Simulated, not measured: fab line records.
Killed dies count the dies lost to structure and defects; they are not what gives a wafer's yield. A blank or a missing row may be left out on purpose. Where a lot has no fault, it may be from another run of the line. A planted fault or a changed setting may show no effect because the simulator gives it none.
Problem report, 8D (eight disciplines) form, completed by code	flow n5-finfet	the parts of the form that need people (team, actions taken, sign-off) are left out

1. PROBLEM STATEMENT
Mean of barrier-field-endpoint-s at N5_BEOL_M12_CMP_49: 38.7 s across 2 wafers in 2 lots; on wafers with no fault it is 30.1 s (standard deviation 0.94). Measured from the usual mean, that is +9.1 standard deviations.
The step: polishes, stops on SiOC, t overpolish 20.6 s, target thk 320 nm.
First observed at day 12 12:20: wafer L742.2, on cmp-02. The record holds 32 wafers of 11 lots with a number at this step. Rule for "out" (also "out of limits"): further than 4 standard deviations from the usual mean. The other wafers with a number count as sound.

2. WHAT IT IS AND WHAT IT IS NOT
question	is	is not
which readings at this step	barrier-field-endpoint-s	motor-current-A
which lots	L742, L743	L733, L736, L737, L738, L739, L750, L752, L753, L756
which wafers of those lots	L742.2, L743.2	L742.1, L742.5, L743.5
read on which tools	cmp-02, cmp-03	cmp-01
when	from day 12 12:20	up to then (17 sound wafers); but 13 sound wafers of L743, L750, L752, L753, L756 came after

3. SUSPECTS, AND WHAT RULES EACH OUT
Counting: if a tool at a process step up to the reading ran every lot that is out, it stays a suspect. Sound lots after the first of them don't rule it out here, since some wafers of a struck lot are sound.
- pvd-sputter-03 at N5_BEOL_M12_SPUTTER_43 (material TaN, target thk 15 nm, time 24.19 s): kept. Ran every lot that is out, first one L742 (day 12 10:53); last sound lot up to then L739 (day 12 02:16).
- pvd-sputter-03 at N5_BEOL_M12_SPUTTER_44 (material Ta, target thk 10 nm, time 16.13 s): kept. Ran every lot that is out, first one L742 (day 12 10:58); last sound lot up to then L739 (day 12 02:20).
What counting leaves: pvd-sputter-03 at N5_BEOL_M12_SPUTTER_43 and pvd-sputter-03 at N5_BEOL_M12_SPUTTER_44.

4. THE CAUSE (what the simulator had put in)
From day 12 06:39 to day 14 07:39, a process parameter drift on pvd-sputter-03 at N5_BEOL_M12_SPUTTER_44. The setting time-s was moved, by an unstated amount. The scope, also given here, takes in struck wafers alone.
This tool is one of the 2 suspects left after counting.

5. SEQUENCE OF EFFECTS, ordered by route
Rows list readings where the struck wafers' mean (over those with a number) sits beyond 3 standard deviations from the usual. Scope: only readings with a usual standard deviation given in the record; hours: median across lots of the time from each lot's start at the first step in this table that gives one to its start at this step; sigmas: change in usual standard deviations.
hours	step	reading	usual	on struck wafers	change	sigmas
0	N5_BEOL_M12_CMP_49	barrier-field-endpoint-s	30.1 s	38.7	+8.6	+9.1
It contains these process steps:
- N5_BEOL_M12_CMP_49: polishes, stops on SiOC, t overpolish 20.6 s, target thk 320 nm.

6. HOW IT WOULD HAVE BEEN CAUGHT EARLIER
In this record the first reading out of limits was taken at day 12 12:20, 6 hours after the fault began at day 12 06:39.
Of the tool readings at N5_BEOL_M12_SPUTTER_44 for which the record gives a usual standard deviation, none was out on any struck wafer, so an alarm limit of 4 standard deviations on them would not have fired.
Lots out: 2; of these, L743 started N5_BEOL_M12_SPUTTER_44 on pvd-sputter-03 after day 12 12:20. A hold on the tool at that time would have spared it.
